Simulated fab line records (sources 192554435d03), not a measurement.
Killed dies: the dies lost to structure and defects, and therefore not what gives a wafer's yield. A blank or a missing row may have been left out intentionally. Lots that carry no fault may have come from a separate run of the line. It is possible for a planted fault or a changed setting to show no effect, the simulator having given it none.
fab line records | flow n5-finfet
record lots=4 wafers=12 last-day=16
route steps=1938 shown PMOS_HMC_CHANNEL_EPI@87 FIN_SAQP@90 BEOL_M4@1111 PASSIVATION@1936
lots that met no fault: taken from a fault-free run of the same line
start-h: start of the lot's first displayed wafer, in hours after the record's first day | wait-h: hours since the lot's step before | " as in the row above | L1.1+2: a single row standing in for several wafers | - either no value or no given start | * or withheld: withheld | < > ~ a bound
route shown NAME@n: a module of which the file shows steps, and the number in the route of the first | usual: mean/standard deviation of fault-free wafers | same: alike in all rows | chamber/n: place in a boat | sites: each site's reading | _std_site: the values' standard deviation | _edge_site: the outer-site mean with the inner-site mean subtracted | radius-mm: for every site, how far away it sits from the centre of the wafer | mask NAME#n: copy n | behind: the last tool/chamber to shape the wafer | hold: what put the lot on hold/how long, in hours/how the hold closed | device: whichever transistor did not switch (one of n, p or np) | end of line: at the end of the route, the tests of the same wafers | a step with no rows: only its recipe | killed: not the wafer's yield, but the dies lost to structure and defects at the first sort | map: dies across one wafer; x = killed, . = not, _ = none there
set.NAME: the setting as run; set.NAME@STEP: as run at that earlier step | model.NAME: the simulator's own value behind a step, which no gauge read
lots at some steps of the route; a table a step, a row a wafer
services: when a tool's chamber went out of use (start-h, in hours from the record's first day, below 0 if earlier), for how many hours, and the reason
## steps
# step N5_PMOS_HMC_CHANNEL_EPI_EPI_26
# recipe material=Si target-thk-a=38 temp-c=650 precursor=SiH4/H2 pressure-torr=20 time-s=22.7
# step N5_FIN_SAQP_PRECLEAN_42
# recipe chemistry=O3/DIW time-s=60 temp-c=22 o3-ppm=10
# step N5_FIN_SAQP_PRECLEAN_00
# recipe chemistry=SC1 time-s=60 temp-c=55 mix=1:2:50
# step N5_FIN_SAQP_PRECLEAN_44
# recipe chemistry=SC2 time-s=45 temp-c=35 mix=1:1:50
# step N5_FIN_SAQP_SRD_01
# recipe dry=ipa-marangoni time-s=30 temp-c=23 rinse-liquid=diw
# step N5_FIN_SAQP_ALD_61
# recipe material=SiO2 target-thk-a=40 temp-c=300 ald-precursor-family=BDEAS ald-co-reactant=O2-plasma pulse-time-s=1 purge-time-s=2 co-reactant-purge-time-s=2 ald-cycles=43 pressure-torr=2
# step N5_FIN_SAQP_DENSIFY_62
# recipe temp-c=700 time-s=60 ambient=N2 idle-temp-c=600 ramp-up-c-per-s=150 ramp-down-c-per-s=60 cool-to-c=600
# step N5_FIN_SAQP_HM_DEP_03
# recipe material=SiNx target-thk-a=380 temp-c=400 precursor=SiH4/NH3/N2 pressure-torr=1.5 rf-w=300 time-s=33.6
# step N5_FIN_SAQP_PECVD_47
# recipe material=a-Si target-thk-a=450 temp-c=400 precursor=SiH4/He pressure-torr=3 rf-w=100 time-s=36.3
# step N5_FIN_SAQP_PECVD_48
# recipe material=SiNx target-thk-a=250 temp-c=400 precursor=SiH4/NH3/N2 pressure-torr=1.5 rf-w=300 time-s=22.1
# usual chamber-pressure-Torr=1.500/0.0034 heater-power-w=750/120 showerhead-plenum-p-Torr=5.13/0.081 throttle-valve-pct=40.2/1.6
# columns lot.wafer tool chamber start-h wait-h chamber-pressure-Torr heater-power-w showerhead-plenum-p-Torr throttle-valve-pct model.SiNx_of_FIN_SAQP_PECVD_48.thk-nm
L137.1 pecvd-03 1 100.88 0.0 1.503 670 5.25 40.7 25.03
L137.3 " 0 " " 1.491 675 5.26 39.9 24.97
L137.4 " 1 " " 1.503 679 5.24 40.9 25.36
L139.1 pecvd-03 1 111.28 0.0 1.502 653 5.25 40.9 23.64
L139.4 " 0 " " 1.499 719 5.25 39.7 25.09
L139.5 " 2 " " 1.503 840 5.11 38.9 25.41
L141.1 pecvd-04 2 122.74 0.0 1.501 923 5.17 36.4 24.61
L141.2 " 1 " " 1.496 1048 5.17 38.9 24.53
L141.3 " 0 " " 1.493 710 5.12 40.9 24.72
L142.2 pecvd-03 2 130.29 0.0 1.501 767 5.10 38.6 24.08
L142.3 " 0 " " 1.502 731 5.26 39.5 24.75
L142.5 " 2 " " 1.498 770 5.10 38.8 25.3
# step N5_FIN_SAQP_PECVD_06
# recipe material=a-Si target-thk-a=600 temp-c=400 precursor=SiH4/He pressure-torr=3 rf-w=100 time-s=48.1
# step N5_FIN_SAQP_HM_DEP_72
# recipe material=SiO2 target-thk-a=120 temp-c=400 precursor=SiH4/N2O pressure-torr=0.75 rf-w=275 time-s=7.2
# step N5_FIN_SAQP_COAT_49
# recipe resist=SOC temp-c=250 time-s=60 spin-rpm=1500 resist-thk-nm=100
# step N5_FIN_SAQP_COAT_50
# recipe resist=SiARC temp-c=220 time-s=60 spin-rpm=1500 resist-thk-nm=35
# step N5_FIN_SAQP_COAT_10
# recipe resist=CAR-ArF spin-rpm=1500 resist-thk-nm=90
# step N5_FIN_SAQP_EBR_12
# recipe solvent=PGMEA ebr-width-mm=1.5
# step N5_FIN_SAQP_SOFTBAKE_11
# recipe temp-c=110 time-s=60 resist=CAR-ArF
# step N5_FIN_SAQP_EXPOSE_13
# recipe mask-id=FIN_CORE na=1.35 source-shape=dipole sigma-inner=0.538 sigma-outer=0.738 polarization=te target-cd-nm=35.6 dose-mj=63.25
# step N5_FIN_SAQP_PEB_14
# recipe peb-temp-c=withheld peb-time-s=60 resist=CAR-ArF
# step N5_FIN_SAQP_DEVELOP_15
# recipe develop-time-s=30 developer=TMAH resist=CAR-ArF dev-temp-c=23 rinse-liquid=diw dry=air-spin
# step N5_FIN_SAQP_DESCUM_21
# recipe chemistry=O2 time-s=7.9 source-power-w=50 bias-power-w=20 pressure-mtorr=20 rf-frequency-hz=2.712e+07 temp-c=40 resist=CAR-ArF o2-flow-sccm=225
# step N5_FIN_SAQP_ETCH_51
# recipe chemistry=CF4 target=SiARC target-depth-a=455 mask-material=CAR-ArF time-s=75.8 ion-energy-ev=80 pressure-mtorr=40 source-w=545 bias-w=36 Ar_flow_sccm=100 cf4-flow-sccm=100 ends=cleared
# step N5_FIN_SAQP_ETCH_52
# recipe chemistry=N2/H2 target=SOC target-depth-a=1000 overetch-a=200 mask-material=SiARC temp-c=40 time-s=150 ion-energy-ev=200 pressure-mtorr=30 source-w=840 bias-w=150 n2-flow-sccm=200 h2-flow-sccm=200 ends=end-point
# step N5_FIN_SAQP_STRIP_53
# recipe chemistry=N2/H2 temp-c=40 n2-flow-sccm=200 h2-flow-sccm=200 rf-frequency-hz=6e+07
# step N5_FIN_SAQP_HM_OPEN_73
# recipe chemistry=CHF3/O2 target=SiO2 stop-on=a-Si target-depth-a=120 over-etch-frac=1.8 mask-material=SOC time-s=16.8 pressure-mtorr=30 source-w=650 bias-w=170 Ar_flow_sccm=200 CHF3_flow_sccm=50 O2_flow_sccm=5 ion-energy-ev=200 ends=end-point
# step N5_FIN_SAQP_STRIP_74
# recipe chemistry=CHF3/O2 resist=SiARC rf-frequency-hz=6e+07
# step N5_FIN_SAQP_MANDREL_ETCH_22
# recipe target-depth-a=600 chemistry=HBr/Cl2 target=a-Si stop-on=SiNx bt-time-s=10 over-etch-frac=0.5 time-s=30 pressure-mtorr=10 icp-w=800 bias-w=75 HBr_flow_sccm=150 Cl2_flow_sccm=80 ends=end-point
# usual HBr_flow_sccm=150.0/0.43 drypump-motor-current-A=5.7/0.46 oes-product-au=0.766/0.017 throttle-valve-pct=35.19/0.22
# columns lot.wafer tool chamber start-h wait-h HBr_flow_sccm drypump-motor-current-A oes-product-au rf-hours-counter-h throttle-valve-pct model.SiNx_of_FIN_SAQP_PECVD_48.thk-nm
L137.1 rie-si-02 3 101.97 0.0 149.4 6.2 0.776 139 35.45 25.01
L137.3 " 1 " " 150.0 5.8 0.784 133 35.15 24.97
L137.4 " 2 " " 149.4 6.0 0.775 76 34.98 25.27
L139.1 rie-si-03 1 112.28 0.0 149.9 6.0 0.766 184 35.56 23.58
L139.4 " 0 " " 149.7 5.1 0.797 87 34.99 25.05
L139.5 " 3 " " 150.0 5.5 0.767 - 35.41 25.41
L141.1 rie-si-03 0 124.43 0.0 149.6 5.1 0.767 88 35.03 24.58
L141.2 " 2 " " 150.2 5.5 0.783 9 35.04 24.48
L141.3 " 1 " " 149.9 6.0 0.759 184 35.56 24.66
L142.2 rie-si-03 2 131.29 0.0 150.5 5.6 0.789 9 35.04 24.04
L142.3 " 0 " " 150.3 5.1 0.769 88 35.03 24.72
L142.5 " 1 " " 150.0 6.0 0.760 - 35.55 25.24
# step N5_FIN_SAQP_STRIP_55
# recipe chemistry=N2/H2 power-w=500 temp-c=40 pressure-mtorr=50 rf-frequency-hz=6e+07 overash-fraction=0.3 bias-power-w=28 h2-frac=0.5 n2-flow-sccm=300 h2-flow-sccm=300
# step N5_FIN_SAQP_STRIP_23
# recipe chemistry=SPM time-s=750 temp-c=130 h2so4-h2o2-vol-ratio=4
# step N5_FIN_SAQP_SRD_66
# recipe dry=ipa-marangoni time-s=30 temp-c=23 rinse-liquid=diw
# step N5_FIN_SAQP_RECESS_75
# recipe chemistry=HF/NH3 target=SiO2 target-depth-a=144 afs-cycles=3 temp-c=30 sublimation-temp-c=180 sublimation-time-s=60
# step N5_FIN_SAQP_SPACER1_ALD_24
# recipe material=SiO2 target-thk-a=203 temp-c=300 ald-precursor-family=BDEAS ald-co-reactant=O2-plasma pulse-time-s=1 purge-time-s=2 co-reactant-purge-time-s=2 ald-cycles=218 pressure-torr=2
# step N5_FIN_SAQP_SPACER1_ETCHBACK_25
# recipe chemistry=CHF3/O2 mode=anisotropic-etchback target=SiO2 target-depth-a=244 time-s=12.2 pressure-mtorr=30 source-w=650 bias-w=170 Ar_flow_sccm=200 CHF3_flow_sccm=50 O2_flow_sccm=5 ion-energy-ev=200
# step N5_FIN_SAQP_MANDREL1_REMOVE_56
# recipe chemistry=HBr/Cl2/O2 bt-time-s=10 target=a-Si stop-on=SiNx endpoint=OES-SiCl over-etch-frac=1 icp-w=600 bias-w=22 HBr_flow_sccm=150 Cl2_flow_sccm=80 O2_flow_sccm=5 pressure-mtorr=10
# step N5_FIN_SAQP_ETCH_57
# recipe chemistry=CH3F/O2 target=SiNx mask-material=SiO2 target-depth-a=325 time-s=46.4 pressure-mtorr=30 source-w=395 bias-w=73 Ar_flow_sccm=150 CH3F_flow_sccm=30 O2_flow_sccm=20 ion-energy-ev=120 ends=cleared
# usual drypump-motor-current-A=5.8/0.53 etch-rf-on-time-s=46.4/0.93 oes-product-au=0.67/0.076 rf-vpp-V=298.8/2.6 showerhead-plenum-p-Torr=2.01/0.061 throttle-valve-pct=16.37/0.27
# columns lot.wafer tool chamber start-h wait-h drypump-motor-current-A etch-rf-on-time-s oes-product-au rf-hours-counter-h rf-vpp-V showerhead-plenum-p-Torr throttle-valve-pct model.etch.depth-nm
L137.1 rie-diel-04 3 103.87 0.0 6.0 45.8 0.76 24 302.5 2.13 16.11 25.01
L137.3 " 1 " " 6.0 46.4 0.58 241 295.6 1.97 16.60 24.97
L137.4 " 1 " " 6.0 47.2 0.58 - 296.6 1.97 16.61 25.27
L139.1 rie-diel-04 2 114.09 0.0 5.9 43.4 0.73 42 300.4 1.95 16.29 23.58
L139.4 " 3 " " 6.0 45.8 0.75 - 302.9 2.12 16.13 25.05
L139.5 " 0 " " 6.5 47.7 0.59 - 296.7 1.98 16.54 25.41
L141.1 rie-diel-06 3 126.43 0.2 4.9 45.2 0.70 72 301.5 2.02 16.35 24.58
L141.2 " 2 " " 5.9 45.6 0.63 139 298.8 1.93 16.19 24.48
L141.3 " 1 " " 5.7 45.8 0.65 122 301.0 2.09 16.63 24.66
L142.2 rie-diel-02 1 133.10 0.0 5.5 44.3 0.62 198 298.7 2.06 16.54 24.04
L142.3 " 3 " " 5.1 46.5 0.58 211 295.4 1.98 16.80 24.72
L142.5 " 1 " " 5.5 46.3 0.61 - 299.2 2.07 16.53 25.24
# step N5_BEOL_M4_RC_MEAS_101
# usual DIBL_N=36.3/1 DIBL_P=36.2/1.4 IOFF_N=0.157/0.021 IOFF_P=0.206/0.025 ION_N=673/9 ION_P=461/6.4 SS_N=71.5/0.5 SS_P=73.2/0.47 VT_N=249.9/2.4 VT_P=-250.6/2.9
# columns lot.wafer tool chamber start-h wait-h DIBL_N[mV/V] DIBL_P[mV/V] IOFF_N[nA/um] IOFF_P[nA/um] ION_N[uA/um] ION_P[uA/um] SS_N[mV/dec] SS_P[mV/dec] VT_N[mV] VT_P[mV]
L137.1 prober-01 0 247.18 0.0 33.5 32.4 0.125 0.165 663 447 71.0 73.2 252.8 -254.5
L137.3 " 0 " " 36.0 35.7 0.155 0.204 667 454 71.0 73.5 251.8 -250.8
L137.4 " 0 " " 37.6 37.8 0.190 0.232 675 455 72.0 73.8 250.0 -248.7
L139.1 prober-02 0 263.38 0.0 36.6 36.2 0.157 0.230 686 472 71.8 73.2 248.0 -243.7
L139.4 " 0 " " 35.8 35.5 0.146 0.223 682 474 70.7 72.7 247.2 -247.0
L139.5 " 0 " " 37.2 35.9 0.153 0.236 670 465 71.6 72.6 249.0 -248.2
L141.1 prober-02 0 268.33 0.0 35.8 37.4 0.156 0.204 668 457 71.8 73.7 249.6 -252.1
L141.2 " 0 " " 36.3 37.3 0.171 0.208 682 462 71.4 72.8 248.6 -249.7
L141.3 " 0 " " 36.2 36.7 0.161 0.196 676 461 71.2 72.6 249.1 -251.0
L142.2 prober-01 0 271.26 0.2 36.2 35.9 0.151 0.209 676 466 71.1 72.9 249.4 -249.9
L142.3 " 0 " " 36.5 36.0 0.153 0.212 676 463 71.5 72.7 250.3 -248.4
L142.5 " 0 " " 36.6 36.2 0.152 0.218 670 466 71.2 73.3 250.0 -247.1
# step N5_PASSIVATION_PROBE_49
# usual defect-limited-yield=91.1/1.3 killed_at_M0_to_M3=36/10 killed_at_M4_up=14/4.4 killed-at-contacts=14/5.7 killed-at-front-end=39/9.4 killed-at-other=2.9/2.6 killed-dies=105/15 killed-on-rim=14/3.5 killed-open=70/12 killed-short=34/7.1 sort_bin_5_function=5.3/0.77 sort_bin_6_memory=3.3/0.66 sort-n-pass=1075/15 sort-yield-pct=91.1/1.3
# same gross-dies=1180 killed-at-back-side=0 sort_bin_4_leakage[%]=0 sort_bin_8_speed[%]=0
# columns lot.wafer tool chamber start-h wait-h defect-limited-yield[%] killed_at_M0_to_M3 killed_at_M4_up killed-at-contacts killed-at-front-end killed-at-other killed-dies killed-on-rim killed-open killed-short sort_bin_5_function[%] sort_bin_6_memory[%] sort-n-pass sort-yield-pct[%]
L137.1 prober-01 - 345.64 0.0 91.9 37 11 7 38 3 96 14 65 31 3.9 3.9 1084 91.9
L137.3 prober-01 - 345.74 0.1 90.3 48 11 13 39 4 115 19 68 44 5.7 3.1 1065 90.3
L137.4 prober-01 - 345.79 0.2 91.8 38 14 14 27 4 97 14 63 32 4.8 3.2 1083 91.8
L139.1 prober-02 - 361.79 0.0 94.7 18 11 6 27 1 63 13 43 20 3.6 1.6 1117 94.7
L139.4 prober-02 - 361.94 0.2 91.3 44 12 12 32 3 103 13 72 29 5.0 3.6 1077 91.3
L139.5 prober-02 - 361.99 0.2 92.5 31 12 6 37 3 89 10 48 41 4.2 3.1 1091 92.5
L141.1 prober-02 - 362.75 0.0 92.4 25 16 15 33 1 90 12 64 24 4.9 2.5 1090 92.4
L141.2 prober-02 - 362.80 0.1 91.1 29 13 15 46 2 105 16 65 38 5.4 3.1 1075 91.1
L141.3 prober-02 - 362.85 0.1 90.8 27 9 10 59 3 108 11 74 30 4.9 3.6 1072 90.8
L142.2 prober-01 - 373.48 0.1 90.5 68 8 10 23 3 112 14 65 43 5.8 3.2 1068 90.5
L142.3 prober-01 - 373.53 0.1 91.3 29 21 18 33 2 103 9 66 34 5.5 2.8 1077 91.3
L142.5 prober-01 - 373.63 0.2 88.9 51 16 12 48 4 131 20 76 50 7.4 3.6 1049 88.9
# killed by level:class
L137.1 STI_FIN_REVEAL:geometric-particle:open=13 BEOL_M2:geometric-particle:open=9 BEOL_M3:geometric-particle:open=9 BEOL_M2:geometric-particle:short=6 GATE_CUT:geometric-particle:short=5 MOL_CONTACT_COAG:geometric-particle:open=5 FIN_SAQP:geometric-particle:open=4 DUMMY_GATE:geometric-particle:open=4
L137.3 FIN_SAQP:geometric-particle:short=10 BEOL_M0_SAQP:geometric-particle:open=9 BEOL_M1:geometric-particle:open=9 MOL_CONTACT_COAG:geometric-particle:open=8 BEOL_M0_SAQP:geometric-particle:short=8 BEOL_M3:geometric-particle:open=8 STI_FIN_REVEAL:geometric-particle:open=6 BEOL_M2:geometric-particle:open=6
L137.4 MOL_CONTACT_COAG:geometric-particle:open=11 BEOL_M3:geometric-particle:open=9 BEOL_M0_SAQP:geometric-particle:short=8 BEOL_M4:geometric-particle:open=8 BEOL_M0_SAQP:geometric-particle:open=7 BEOL_M1:geometric-particle:open=6 FIN_SAQP:geometric-particle:open=4 BEOL_M1:geometric-particle:short=4
L139.1 FIN_SAQP:geometric-particle:open=6 STI_FIN_REVEAL:geometric-particle:open=6 BEOL_M0_SAQP:geometric-particle:short=5 BEOL_M0_SAQP:geometric-particle:open=5 BEOL_M3:geometric-particle:open=4 BEOL_M4:geometric-particle:open=4 FIN_CUT:geometric-particle:open=3 ILD0:geometric-particle:short=3
L139.4 BEOL_M0_SAQP:geometric-particle:open=12 MOL_CONTACT_COAG:geometric-particle:open=11 BEOL_M3:geometric-particle:open=11 FIN_SAQP:geometric-particle:open=10 BEOL_M0_SAQP:geometric-particle:short=9 FIN_SAQP:geometric-particle:short=6 BEOL_M4:geometric-particle:open=6 BEOL_M2:geometric-particle:open=6
L139.5 FIN_SAQP:geometric-particle:short=17 BEOL_M0_SAQP:geometric-particle:short=10 BEOL_M0_SAQP:geometric-particle:open=10 FIN_SAQP:geometric-particle:open=7 MOL_CONTACT_COAG:geometric-particle:open=5 BEOL_M1:geometric-particle:open=5 BEOL_M4:geometric-particle:open=3 BEOL_M4:geometric-particle:short=3
L141.1 MOL_CONTACT_COAG:geometric-particle:open=14 BEOL_M3:geometric-particle:open=9 BEOL_M5:geometric-particle:open=7 FIN_SAQP:geometric-particle:open=6 FIN_SAQP:geometric-particle:short=6 STI_FIN_REVEAL:geometric-particle:open=6 STARTING-WAFER:geometric-particle:open=5 GATE_CUT:geometric-particle:short=4
L141.2 MOL_CONTACT_COAG:geometric-particle:open=13 FIN_SAQP:geometric-particle:short=11 FIN_SAQP:geometric-particle:open=8 BEOL_M3:geometric-particle:open=8 BEOL_M0:geometric-particle:open=6 STI_FIN_REVEAL:geometric-particle:open=5 GATE_CUT:geometric-particle:short=5 BEOL_M3:geometric-particle:short=4
L141.3 STI_FIN_REVEAL:geometric-particle:open=14 FIN_SAQP:geometric-particle:open=12 GATE_CUT:geometric-particle:short=10 MOL_CONTACT_COAG:geometric-particle:open=10 STARTING-WAFER:geometric-particle:open=7 BEOL_M0:geometric-particle:open=5 FIN_SAQP:geometric-particle:short=4 BEOL_M0_SAQP:geometric-particle:short=4
L142.2 BEOL_M0_SAQP:geometric-particle:open=27 BEOL_M0_SAQP:geometric-particle:short=22 MOL_CONTACT_COAG:geometric-particle:open=8 BEOL_M1:geometric-particle:short=6 STI_FIN_REVEAL:geometric-particle:open=5 BEOL_M3:geometric-particle:open=5 BEOL_M2:geometric-particle:open=4 HKMG_FIN:area-etch=3
L142.3 MOL_CONTACT_COAG:geometric-particle:open=14 BEOL_M0_SAQP:geometric-particle:open=12 STI_FIN_REVEAL:geometric-particle:open=8 BEOL_M0_SAQP:geometric-particle:short=8 BEOL_M4:geometric-particle:open=6 BEOL_M2:geometric-particle:open=6 BEOL_M4:geometric-particle:short=5 FIN_SAQP:geometric-particle:short=4
L142.5 BEOL_M0_SAQP:geometric-particle:short=20 BEOL_M0_SAQP:geometric-particle:open=14 STI_FIN_REVEAL:geometric-particle:open=11 MOL_CONTACT_COAG:geometric-particle:open=11 BEOL_M5:geometric-particle:open=7 FIN_SAQP:geometric-particle:short=5 ILD0:geometric-particle:open=5 GATE_CUT:geometric-particle:short=5
## services
# columns tool chamber start-h hours kind
rie-si-03 2 83.02 1.5 repair
pecvd-03 0 83.67 12.7 repair
rie-diel-02 0 85.26 - clean
rie-diel-02 0 85.26 - consumable-replace:focus-ring
rie-diel-02 0 85.26 18.9 scheduled-down
rie-diel-02 0 85.26 18.9 vent-cycle
pecvd-04 0 89.15 5.5 scheduled-down
rie-diel-04 0 96.47 9.4 repair
rie-diel-04 1 108.49 18.2 repair
## key
first-sign none at tools or gauges
model-effect step=N5_FIN_SAQP_PECVD_48 value=SiNx_of_FIN_SAQP_PECVD_48.thk-nm without=24.86 struck=23.86
model-effect step=N5_FIN_SAQP_MANDREL_ETCH_22 value=SiNx_of_FIN_SAQP_PECVD_48.thk-nm without=24.81 struck=23.81
model-effect step=N5_FIN_SAQP_ETCH_57 value=etch.depth-nm without=24.81 struck=23.81
met-at N5_FIN_SAQP_PECVD_48
struck-wafers L139.1,L142.2
onset-between 100.88 111.28
fault kind=process-parameter-drift tool=pecvd-03 chamber=- onset-h=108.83 steps=N5_FIN_SAQP_PECVD_48 channel=time-s offset=* shape=step end-h=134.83 scope=struck-wafers-only acts-in=* stated=*
